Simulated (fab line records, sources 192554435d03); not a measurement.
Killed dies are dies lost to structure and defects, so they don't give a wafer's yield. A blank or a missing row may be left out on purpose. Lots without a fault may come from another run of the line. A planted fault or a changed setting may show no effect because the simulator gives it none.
Chamber matching | flow n5_finfet | N5_BEOL_M9_PECVD_70 on pecvd-02: 3 sister chambers
The step deposits SiO2 from TEOS/O2, target thk 20 nm, time 22.7 s. 14 wafers are shown with their chamber, then 7 later ones without.

WAFERS WITH THEIR CHAMBER
wafer  | chamber | showerhead_plenum_p_Torr (Torr) | throttle_valve_pct (%) | heater_power_w (W)
L080.2 | 2       | 8.87                            | 20.6                   | 865
L080.3 | 1       | 8.74                            | 23.6                   | 644
L080.6 | 1       | 8.75                            | 24.0                   | 675
L085.1 | 1       | 8.74                            | 24.0                   | 621
L085.2 | 0       | 8.88                            | 21.6                   | 709
L085.3 | 2       | 8.87                            | 20.9                   | 768
L086.3 | 1       | 8.73                            | 23.8                   | 651
L086.5 | 0       | 8.88                            | 21.4                   | 669
L086.6 | 2       | 8.86                            | 20.8                   | 861
L092.1 | 1       | 8.73                            | 23.8                   | 710
L092.2 | 2       | 8.87                            | 21.1                   | 818
L092.5 | 0       | 8.88                            | 21.7                   | 745
L093.1 | 2       | 8.85                            | 21.0                   | 898
L093.2 | 0       | 8.87                            | 21.5                   | 728

SIGNATURES (means of the wafers above)
reading                  | chamber 0 | chamber 1 | chamber 2 | scatter within a chamber
showerhead_plenum_p_Torr | 8.8775    | 8.7380    | 8.8640    | 0.00783
throttle_valve_pct       | 21.550    | 23.840    | 20.880    | 0.168
heater_power_w           | 712.75    | 660.20    | 842.00    | 40.3
Rule: a wafer's distance from a chamber is the root of the sum, over the readings, of the square of ((its reading less the chamber's mean) divided by the reading's scatter). The wafer belongs to the nearest chamber; if the next one is less than 2 further off, it can't be placed. The scatter: the root of (the sum of the squares of (reading less its chamber's mean) over the shown wafers, divided by (wafers less chambers)).

WAFERS WITHOUT THEIR CHAMBER
wafer  | showerhead_plenum_p_Torr (Torr) | throttle_valve_pct (%) | heater_power_w (W)
L093.5 | 8.74                            | 23.6                   | 760
L095.1 | 8.74                            | 23.8                   | 721
L095.3 | 8.86                            | 21.0                   | 757
L095.6 | 8.84                            | 21.4                   | 746
L097.1 | 8.75                            | 23.8                   | 715
L097.4 | 8.87                            | 21.3                   | 710
L097.6 | 8.87                            | 21.1                   | 888

WHICH CHAMBER EACH WENT THROUGH
wafer  | from the rows above     | in truth
L093.5 | 1                       | 1
L095.1 | 1                       | 1
L095.3 | can't be placed: 2 or 0 | 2
L095.6 | can't be placed: 0 or 2 | 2
L097.1 | 1                       | 1
L097.4 | 0                       | 0
L097.6 | 2                       | 2
Placed correctly: 5 of 7. Can't be placed from these rows: 2 (the true chamber is among the candidates in 2). Placed wrongly: 0.
